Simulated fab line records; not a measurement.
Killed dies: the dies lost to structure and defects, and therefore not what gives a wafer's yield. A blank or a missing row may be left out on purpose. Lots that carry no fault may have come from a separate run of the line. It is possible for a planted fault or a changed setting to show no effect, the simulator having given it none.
Which tool was responsible? | flow nand harc | 7 lots, 21 wafers sampled, at 2 steps of a route of 1159

== WHAT EACH GAUGE READ, for each wafer ==
NHARC_P_GATE_CD_MEAS_91 targets a cd of 2000 nm.
lot  | measured     | on        | cd nm (nm)
L735 | day 5 19:27  | cd sem-02 | 2001.5 2001.3 2000.5
L738 | day 7 02:05  | cd sem-01 | 2004.3 2002.0 2000.8
L743 | day 7 13:52  | cd sem-01 | 1998.2 2001.1 1999.6
L745 | day 8 15:12  | cd sem-01 | 2003.8 2002.2 2002.8
L747 | day 9 01:11  | cd sem-02 | 1996.9 1997.6 1996.5
L750 | day 9 16:34  | cd sem-02 | 2001.4 2004.2 2001.6
L751 | day 10 05:14 | cd sem-01 | 2002.5 1999.1 2000.6

== WHAT TOOL EACH LOT RAN ON (gives the tool, then ch and the chambers of the sampled wafers, and finally the start) ==
lot  | NHARC_P_GATE_STRIP_112
L735 | plasma asher-01 ch 0,1, day 5 18:19
L738 | plasma asher-01 ch 0,1, day 7 00:57
L743 | plasma asher-01 ch 0,1, day 7 12:46
L745 | plasma asher-02 ch 0,1, day 8 14:01
L747 | plasma asher-02 ch 0,1, day 9 00:13
L750 | plasma asher-02 ch 0,1, day 9 15:26
L751 | plasma asher-02 ch 0,1, day 10 04:06
- NHARC_P_GATE_STRIP_112: strips in N2/H2, time 200 s.

== THE ANSWER, worked out from the rows above alone ==
Rule: the lots themselves supply what counts as usual. Put in order of their means at a reading, lots are off if they are a third of the lots or fewer, leave a main group of 4 or more, and stand apart from it by a gap of 3 or more times the standard deviation of the main group's means; of several such gaps the widest counts. A main group is skipped when, at the precision printed for the reading in the tables above, its means are all equal. A lot without any number at a reading at which 4 lots or more have one is off too. Where the step has rows for the other lots, those lots are counted as sound.
No lot is off on any of the readings shown, so nothing can be concluded from this.

== WHAT HAD BEEN PUT IN BY THE SIMULATOR ==
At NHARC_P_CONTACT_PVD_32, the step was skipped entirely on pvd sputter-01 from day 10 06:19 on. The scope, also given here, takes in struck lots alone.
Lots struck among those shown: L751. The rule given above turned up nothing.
